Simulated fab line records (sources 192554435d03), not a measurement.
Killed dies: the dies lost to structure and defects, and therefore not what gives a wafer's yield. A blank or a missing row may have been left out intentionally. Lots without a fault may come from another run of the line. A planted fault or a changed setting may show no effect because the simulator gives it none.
Problem report in the 8D (eight disciplines) form, filled by code :: flow n5Finfet :: the parts of the form that need people (team, actions taken, sign-off) are left out

1. PROBLEM STATEMENT
A mean of 7.54 nm is read at N5_BEOL_M0_SAQP_CD_MEAS_25 for cdNm, taken on 1 wafer of 1 lot, against 12.79 nm (standard deviation 0.24) on wafers free of any fault. Relative to the usual mean, that is a shift of -22 standard deviations.
The step: target cd 13.1 nm.
First observed at day 9 14:15: wafer L529.3, on cdSem-02. The record holds 26 wafers of 9 lots with a number at this step. Rule for "out" (also "out of limits"): further than 4 standard deviations from the usual mean. The rest of the wafers with a number are treated as sound.

2. WHAT IT IS, WHAT IT ISN'T
question: which readings at this step
is: cdNm
is not: -

question: which lots
is: L529
is not: L516, L517, L518, L520, L524, L534, L535, L536

question: which wafers of those lots
is: L529.3
is not: L529.4

question: read on which gauges
is: cdSem-02
is not: cdSem-01, cdSem-03

question: when
is: from day 9 14:15
is not: up to then (16 sound wafers); but 9 sound wafers of L534, L535, L536 came after

3. THE SUSPECTS, EACH WITH WHAT RULES IT OUT
Counting: if a tool at a process step up to the reading ran every lot that is out, it stays a suspect. Sound lots after the first of them don't rule it out here, since some wafers of a struck lot are sound.
- ruled out: the gauge at N5_BEOL_M0_SAQP_CD_MEAS_25. All the wafers that are out were read on cdSem-02, but those of them that N5_PASSIVATION_PROBE_49 has rows for are out there too, on other tools.
- pecvd-03 at N5_BEOL_M0_SAQP_PECVD_97 (deposits SiNx from SiH4/NH3/N2, target thk 23 nm, time 19.9 s): kept. It ran the lot that is out, L529 (day 9 11:44); its last sound lot up to then is L516 (day 6 04:44).
- aldSin-01 at N5_BEOL_M0_SAQP_SPACER1_ALD_98 (deposits SiO2, target thk 12.8 nm, pulse time 1 s, purge time 2 s): kept. It ran the lot that is out, L529 (day 9 13:35); its last sound lot up to then is L524 (day 8 05:17).
- Within pecvd-03 at N5_BEOL_M0_SAQP_PECVD_97, the wafers that are out were processed in chamber 1 and their sound lot-mates in chamber 0.
- Within aldSin-01 at N5_BEOL_M0_SAQP_SPACER1_ALD_98, the wafers that are out were processed in chamber 0 and their sound lot-mates in chamber 1.
Left after counting: pecvd-03 at N5_BEOL_M0_SAQP_PECVD_97, aldSin-01 at N5_BEOL_M0_SAQP_SPACER1_ALD_98.

4. THE CAUSE (what the simulator had put in)
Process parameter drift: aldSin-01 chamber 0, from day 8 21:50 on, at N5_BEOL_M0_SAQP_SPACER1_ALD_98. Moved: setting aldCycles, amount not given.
2 suspects survive the count, and this tool is in that group.

5. SEQUENCE OF EFFECTS, ordered by route
One row per reading whose mean, taken over the struck wafers that have a number, lies over 3 standard deviations from the usual. Only readings whose record carries a usual standard deviation are examined. hours: median over the lots of the time between each lot's start at the first step of this table that gives one and its start at this step. sigmas: the change, counted in usual standard deviations.
hours: 0
step: N5_BEOL_M0_SAQP_CD_MEAS_25
reading: cdNm
usual: 12.79 nm
on struck wafers: 7.54
change: -5.25
sigmas: -22

hours: 180
step: N5_PASSIVATION_PROBE_49
reading: defectLimitedYield
usual: 91.7 %
on struck wafers: 0.0
change: -91.7
sigmas: -61

hours: 180
step: N5_PASSIVATION_PROBE_49
reading: killed_at_M0_to_M3
usual: 32
on struck wafers: 1120
change: +1088
sigmas: +99 or more

hours: 180
step: N5_PASSIVATION_PROBE_49
reading: killedDies
usual: 98
on struck wafers: 1180
change: +1082
sigmas: +60

hours: 180
step: N5_PASSIVATION_PROBE_49
reading: killedOnRim
usual: 13
on struck wafers: 152
change: +139
sigmas: +39

hours: 180
step: N5_PASSIVATION_PROBE_49
reading: sort_bin_5_function
usual: 4.9 %
on struck wafers: 97.0
change: +92.1
sigmas: +99 or more

hours: 180
step: N5_PASSIVATION_PROBE_49
reading: sortNPass
usual: 1082
on struck wafers: 0
change: -1082
sigmas: -60

hours: 180
step: N5_PASSIVATION_PROBE_49
reading: sortYieldPct
usual: 91.7 %
on struck wafers: 0.0
change: -91.7
sigmas: -61
It contains these process steps:
- N5_PASSIVATION_PROBE_49

6. HOW IT WOULD HAVE BEEN CAUGHT EARLIER
16 hours passed between the start of the fault at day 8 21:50 and the first reading out of limits at a measuring or inspecting step in this record, taken at day 9 14:15.
No tool reading at N5_BEOL_M0_SAQP_SPACER1_ALD_98 that has a usual standard deviation in the record was out on any struck wafer, so an alarm limit of 4 standard deviations on those readings would not have fired.
Each of the lots that are out, 1 in all, had begun N5_BEOL_M0_SAQP_SPACER1_ALD_98 on aldSin-01 no later than day 9 14:15. None of them would have been spared by holding the tool at that moment.
